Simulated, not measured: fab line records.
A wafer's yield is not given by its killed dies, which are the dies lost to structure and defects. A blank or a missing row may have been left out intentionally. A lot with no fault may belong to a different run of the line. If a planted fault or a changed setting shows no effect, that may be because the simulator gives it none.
Comparing a struck lot with a sound one -- flow nand harc -- 15 out of 1159 route steps
Sound: these wafers, L965.2, L965.4, L965.6. Struck: wafer L984.3. The cause is given at the end.
At each step with rows: each side's tool, then ch and its chambers, then its first start. Under that, the readings that differ: sound wafers -- struck wafers -- difference of the means -- sigmas: that difference in standard deviations of wafers without a fault.
alike: words and numbers the same on both sides, and readings whose means are apart by under 2 such deviations; not compared: readings that were withheld, readings missing a value for some wafer, numbers with overlapping values and no deviation given by the record, and bounds like >300 which may hide the same value.
Wherever a step has rows on one side only, a row that says differs or no value, or a row with sigmas, the two part there. Numbers that have no deviation but don't overlap get no sigmas and don't part them. A reading that every wafer of one side lacks parts them only if that side has two wafers or more.

first, 7 steps without rows for these wafers: NHARC_P_STI_COAT_41 (time 65 s); NHARC_P_STI_COAT_03 (resist thk 600 nm); NHARC_P_STI_SOFTBAKE_04 (time 70 s); NHARC_P_STI_EBR_05; NHARC_P_STI_EXPOSE_06 (exposes mask P STI, target cd 200 nm); NHARC_P_STI_PEB_07 (peb time 80 s); NHARC_P_STI_DEVELOP_08 (time 50 s).
NHARC_P_STI_CD_MEAS_09: the cd target is 200 nm.
  sound on cd sem-03 ch 0, day 2 21:20; struck on cd sem-02 ch 0, day 7 13:43
  alike: cd nm
NHARC_P_STI_OVL_MEAS_10:
  sound: overlay-02 at day 2 21:25; struck: overlay-02 at day 7 13:48
  alike: overlay x nm, overlay y nm
NHARC_P_STI_INSPECT_11:
  sound: defect inspect-01 at day 2 21:27; struck: defect inspect-01 at day 7 13:50
reading,sound,struck,difference,sigmas
raw defect count,3 1 1,8,+6,+2
then, 1 step without rows for these wafers: NHARC_P_STI_HARDBAKE_13 (time 65 s).
NHARC_P_STI_DESCUM_14: chemistry O2, time 3 s.
  sound on rie diel-02 ch 0,1, day 2 21:35; struck on rie diel-13 ch 2, day 7 13:58
reading,sound,struck,difference,sigmas
mfc ar sccm (sccm),0.033 0 0.033,0,+0,-2
throttle valve pct (%),11.329 11.309 11.291,11.335,+0.025,+3
  alike: drypump motor current A, oes product au, rf vpp V, showerhead plenum p Torr
  not compared: rf hours counter h
NHARC_P_STI_ETCH_42: etches the open film in N2/H2, target depth 80 nm, overetch 24 nm, time 61 s.
  sound on rie diel-02 ch 0,1, day 2 21:43; struck on rie diel-13 ch 2, day 7 14:05
reading,sound,struck,difference,sigmas
mfc ar sccm (sccm),0.033 0 0.033,0,+0,-2
oes product au (a.u.),1.007 0.995 1.003,0.833,-0.169,-21
  alike: drypump motor current A, h2 flow sccm, rf fwd power W, rf vpp V, showerhead plenum p Torr, throttle valve pct
  not compared: rf hours counter h
NHARC_P_STI_ETCH_31: etches the open film in CF4/CHF3, target depth 108.9 nm, time 54.5 s.
  sound on rie diel-02 ch 0,1, day 2 21:51; struck on rie diel-13 ch 1
  alike: drypump motor current A, mfc ar sccm, oes product au, rf fwd power W, rf vpp V, showerhead plenum p Torr, throttle valve pct
  not compared: rf hours counter h
NHARC_END_SORT_01:
  the record has rows for the sound wafers here (prober-01 ch 0, day 19 17:19) and none for the struck ones

== WHERE THEY PART ==
Last at NHARC_END_SORT_01 as far as this record goes, first at NHARC_P_STI_INSPECT_11.

WHY: the cause the simulator had injected
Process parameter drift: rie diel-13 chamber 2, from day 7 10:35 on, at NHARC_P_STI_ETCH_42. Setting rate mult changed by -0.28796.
